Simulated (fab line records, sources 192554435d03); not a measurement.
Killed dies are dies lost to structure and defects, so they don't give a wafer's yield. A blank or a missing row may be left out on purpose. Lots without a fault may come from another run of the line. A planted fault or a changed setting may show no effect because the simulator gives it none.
fab line records | flow n5_finfet
record lots=5 wafers=14 last_day=17
route steps=1938 shown BEOL_M1@789 BEOL_M4@1111
lots that met no fault: from a run of the same line without faults
start_h: hours from the record's first day to the start of the lot's first wafer shown | wait_h: hours since the lot's step before | " the same as in the row above | L1.1+2: a row that stands for several wafers | - no value, or no start given | * or withheld: withheld | < > ~ a bound
route shown NAME@n: a module of which the file shows steps, and the number in the route of the first | usual: mean/standard deviation of fault-free wafers | same: alike in all rows | chamber/n: place in a boat | sites: the reading at each site | _std_site: their standard deviation | _edge_site: outer sites' mean less inner sites' | radius_mm: how far each site lies from the wafer's centre | mask NAME#n: copy n | behind: the tool/chamber that last shaped the wafer | hold: why the lot was held/for how many hours/how that ended | device: the transistor (n, p or np) that didn't switch | end of line: the same wafers' tests at the end of the route | a step without rows: its recipe alone | killed: dies lost to structure and defects at the first sort, not the wafer's yield | map: a wafer's dies, x killed, . not, _ none there
set.NAME: the setting as run; set.NAME@STEP: as run at that earlier step | model.NAME: the simulator's own value behind a step, which no gauge read
lots at some steps of the route; a table a step, a row a wafer
services: from which hour (start_h, from the record's first day; less than 0 if before it) a tool's chamber was out of use, for how many hours, and why
## steps
# step N5_BEOL_M1_DESCUM_33
# recipe chemistry=O2 time_s=7 source_power_w=50 bias_power_w=20 pressure_mtorr=20 rf_frequency_hz=2.712e+07 temp_c=40 resist=CAR-EUV o2_flow_sccm=225
# step N5_BEOL_M1_ETCH_77
# recipe chemistry=N2/H2 target=underlayer target_depth_a=65 mask_material=CAR-EUV time_s=5.2 ion_energy_ev=200 pressure_mtorr=30 source_w=840 bias_w=150 n2_flow_sccm=200 h2_flow_sccm=200 ends=cleared
# step N5_BEOL_M1_ETCH_69
# recipe chemistry=CF4 target=SiARC target_depth_a=156 mask_material=CAR-EUV time_s=26 ion_energy_ev=80 pressure_mtorr=40 source_w=545 bias_w=36 Ar_flow_sccm=100 cf4_flow_sccm=100 ends=cleared
# step N5_BEOL_M1_ALD_98
# recipe material=SiO2 target_thk_a=25 temp_c=100 ald_precursor_family=BDEAS ald_co_reactant=O2-plasma pulse_time_s=1 co_reactant_pulse_time_s=1 purge_time_s=2 co_reactant_purge_time_s=2 ald_cycles=17 pressure_torr=2
# step N5_BEOL_M1_ETCHBACK_99
# recipe chemistry=CHF3 target=SiO2 target_depth_a=50 time_s=10.4 source_w=215 bias_w=47 Ar_flow_sccm=200 CHF3_flow_sccm=12 ion_energy_ev=100 pressure_mtorr=30
# step N5_BEOL_M1_ETCH_70
# recipe chemistry=N2/H2 target=SOC target_depth_a=800 overetch_a=160 mask_material=SiARC temp_c=40 time_s=120 ion_energy_ev=200 pressure_mtorr=30 source_w=840 bias_w=150 n2_flow_sccm=200 h2_flow_sccm=200
# step N5_BEOL_M1_STRIP_71
# recipe chemistry=N2/H2 temp_c=40 n2_flow_sccm=200 h2_flow_sccm=200 rf_frequency_hz=6e+07
# step N5_BEOL_M1_STRIP_78
# recipe chemistry=N2/H2 temp_c=40 n2_flow_sccm=200 h2_flow_sccm=200 rf_frequency_hz=6e+07
# step N5_BEOL_M1_VIA_ETCH_34
# recipe chemistry=C4F6/O2 target_depth_a=678 mask_material=SOC pressure_mtorr=15 ion_energy_ev=250 taper_deg=4 time_s=64.4 source_w=350 bias_w=170 Ar_flow_sccm=300 C4F6_flow_sccm=10 O2_flow_sccm=10
# step N5_BEOL_M1_STRIP_83
# recipe chemistry=C4F6/O2 resist=SiARC rf_frequency_hz=6e+07
# step N5_BEOL_M1_STRIP_36
# recipe chemistry=N2/H2 power_w=450 temp_c=40 pressure_mtorr=20 rf_frequency_hz=6e+07 overash_fraction=0.3 bias_power_w=7 h2_frac=0.5 n2_flow_sccm=200 h2_flow_sccm=200
# step N5_BEOL_M1_TRENCH_ETCH_37
# recipe chemistry=C4F6/O2 target_depth_a=552.07 target=SiOC time_s=29 ion_energy_ev=250 pressure_mtorr=30 source_w=355 bias_w=185 Ar_flow_sccm=300 C4F6_flow_sccm=10 O2_flow_sccm=10
# usual drypump_motor_current_A=5.8/0.55 oes_f_703_au=0.76/0.092 oes_o_777_au=0.77/0.091 oes_product_au=0.75/0.083 rf_vpp_V=657/16 showerhead_plenum_p_Torr=2.84/0.094 throttle_valve_pct=20.71/0.23
# columns lot.wafer tool chamber start_h wait_h drypump_motor_current_A oes_f_703_au oes_o_777_au oes_product_au rf_hours_counter_h rf_vpp_V showerhead_plenum_p_Torr throttle_valve_pct model.etch.depth_nm model.BEOL_M1.feature_depth_nm
L872.1 rie_diel-04 0 146.82 - 5.3 0.75 0.75 0.75 141 640 2.96 20.85 53.56 53.6
L872.2 " 3 " " 5.9 0.69 0.71 0.69 222 652 2.70 20.81 52.57 52.6
L872.6 " 0 " " 5.3 0.76 0.75 0.75 - 641 2.96 20.87 53.48 53.4
L877.2 rie_diel-02 1 186.49 - 5.1 0.70 0.71 0.69 228 688 2.89 20.42 54.22 54.2
L877.3 " 3 " " 6.5 0.69 0.66 0.69 191 646 2.84 20.93 50.74 50.8
L877.6 " 1 " " 5.1 0.70 0.71 0.69 - 688 2.89 20.44 54.29 54.2
L888.4 rie_diel-02 3 239.95 - 6.4 0.67 0.64 0.62 207 646 2.83 20.93 43.65 43.6
L888.5 " 1 " " 5.1 0.69 0.69 0.69 - 689 2.88 20.47 54.75 54.8
L889.1 rie_diel-02 3 246.62 - 6.5 0.67 0.64 0.61 209 645 2.83 20.94 43.54 43.6
L889.2 " 2 " " 6.3 0.73 0.77 0.72 205 636 2.72 20.91 56.26 56.2
L889.5 " 0 " " 6.4 0.98 0.99 0.92 - 662 2.88 20.34 57.35 57.4
L890.2 rie_diel-02 3 264.40 - 6.5 0.66 0.64 0.68 214 646 2.83 20.95 52.14 52.2
L890.3 " 2 " " 6.4 0.73 0.77 0.72 210 635 2.72 20.91 56.25 56.2
L890.4 " 1 " " 5.1 0.68 0.69 0.62 249 689 2.88 20.46 46.17 46.2
# step N5_BEOL_M1_ETCH_41
# recipe chemistry=CH3F/O2 target=SiCN target_depth_a=319 taper_deg=2 time_s=57.8 ion_energy_ev=120 mask_material=TiN pressure_mtorr=30 source_w=395 bias_w=75 Ar_flow_sccm=150 CH3F_flow_sccm=30 O2_flow_sccm=20
# step N5_BEOL_M1_STRIP_97
# recipe chemistry=N2/H2 time_s=10 power_w=450 temp_c=40 pressure_mtorr=20 rf_frequency_hz=6e+07 bias_power_w=7 n2_flow_sccm=200 h2_flow_sccm=200
# step N5_BEOL_M1_OCD_MEAS_38
# usual trench_depth_nm=54.6/1.6
# columns lot.wafer tool chamber start_h wait_h trench_depth_nm
L872.1 ocd-02 - 146.98 - 54.3
L872.2 " - " " 53.1
L872.6 " - " " 53.6
L877.2 ocd-02 - 186.65 - 54.1
L877.3 " - " " 50.8
L877.6 " - " " 54.6
L888.4 ocd-02 - 240.11 - 43.4
L888.5 " - " " 54.5
L889.1 ocd-02 - 246.77 - 43.6
L889.2 " - " " 56.2
L889.5 " - " " 57.4
L890.2 ocd-02 - 264.56 - 52.2
L890.3 " - " " 56.0
L890.4 " - " " 46.0
# step N5_BEOL_M1_HM_STRIP_39
# recipe chemistry=peroxide_tin_strip material=TiN target_depth_a=250 temp_c=50 time_s=158
# step N5_BEOL_M4_RC_MEAS_101
# usual DIBL_N=37.0/2.3 DIBL_P=37.3/2.8 IOFF_N=0.17/0.046 IOFF_P=0.23/0.054 ION_N=675/14 ION_P=460/9.3 SS_N=71.7/0.73 SS_P=73.6/0.95 VT_N=249/3.9 VT_P=-250/3.9
# columns lot.wafer tool chamber start_h wait_h DIBL_N[mV/V] DIBL_P[mV/V] IOFF_N[nA/um] IOFF_P[nA/um] ION_N[uA/um] ION_P[uA/um] SS_N[mV/dec] SS_P[mV/dec] VT_N[mV] VT_P[mV]
L872.1 prober-02 0 190.60 0.0 39.5 38.6 0.20 0.20 664 445 72.7 73.3 247 -256
L872.2 " 0 " " 37.1 38.9 0.18 0.21 680 461 71.4 73.5 248 -250
L872.6 " 0 " " 35.3 34.2 0.14 0.15 654 445 71.5 72.1 254 -255
L877.2 prober-01 0 222.07 0.2 38.3 39.4 0.18 0.25 682 467 71.4 74.4 250 -247
L877.3 " 0 " " 34.8 35.4 0.12 0.18 660 459 71.0 72.6 251 -253
L877.6 " 0 " " 34.6 34.6 0.11 0.17 643 453 70.5 72.4 258 -253
L888.4 prober-02 0 289.39 0.5 39.1 37.4 0.20 0.24 684 461 71.6 74.4 249 -248
L888.5 " 0 " " 41.1 39.3 0.25 0.29 691 463 72.0 75.2 244 -247
L889.1 prober-01 0 301.78 0.0 34.9 34.2 0.13 0.16 656 450 71.0 71.9 256 -255
L889.2 " 0 " " 36.4 37.6 0.16 0.20 681 464 71.2 73.6 252 -253
L889.5 " 0 " " 33.0 33.7 0.11 0.16 664 457 70.9 72.2 255 -254
L890.2 prober-01 0 308.62 0.2 39.6 37.7 0.20 0.23 664 454 72.1 73.7 244 -255
L890.3 " 0 " " 37.4 36.2 0.14 0.21 645 443 72.1 73.6 253 -253
L890.4 " 0 " " 37.9 36.0 0.15 0.19 664 451 71.7 73.2 255 -253
## services
# columns tool chamber start_h hours kind
rie_diel-02 0 133.14 - clean
rie_diel-02 0 133.14 - consumable_replace:focus_ring
rie_diel-02 0 133.14 16.0 scheduled_down
rie_diel-02 0 133.14 16.0 vent_cycle
rie_diel-04 2 140.05 19.5 repair
rie_diel-04 3 180.80 1.6 repair
rie_diel-02 1 222.31 5.3 repair
rie_diel-04 3 237.79 - clean
rie_diel-04 3 237.79 - consumable_replace:focus_ring
rie_diel-04 3 237.79 - consumable_replace:showerhead
rie_diel-04 3 237.79 23.2 scheduled_down
rie_diel-04 3 237.79 23.2 vent_cycle
## key
first_sign step=N5_BEOL_M1_OCD_MEAS_38 reading=trench_depth_nm direction=down sigmas=6.5 usual=54.6 struck=44.3
effect none on later readings
model_effect step=N5_BEOL_M1_TRENCH_ETCH_37 value=etch.depth_nm without=53.01 struck=44.45
met_at N5_BEOL_M1_TRENCH_ETCH_37
struck_wafers L888.4,L889.1,L890.4
onset_between 186.49 239.95
fault kind=process_parameter_drift tool=rie_diel-02 chamber=- onset_h=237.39 steps=N5_BEOL_M1_TRENCH_ETCH_37 channel=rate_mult offset=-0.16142 shape=step end_h=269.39 scope=struck_wafers_only
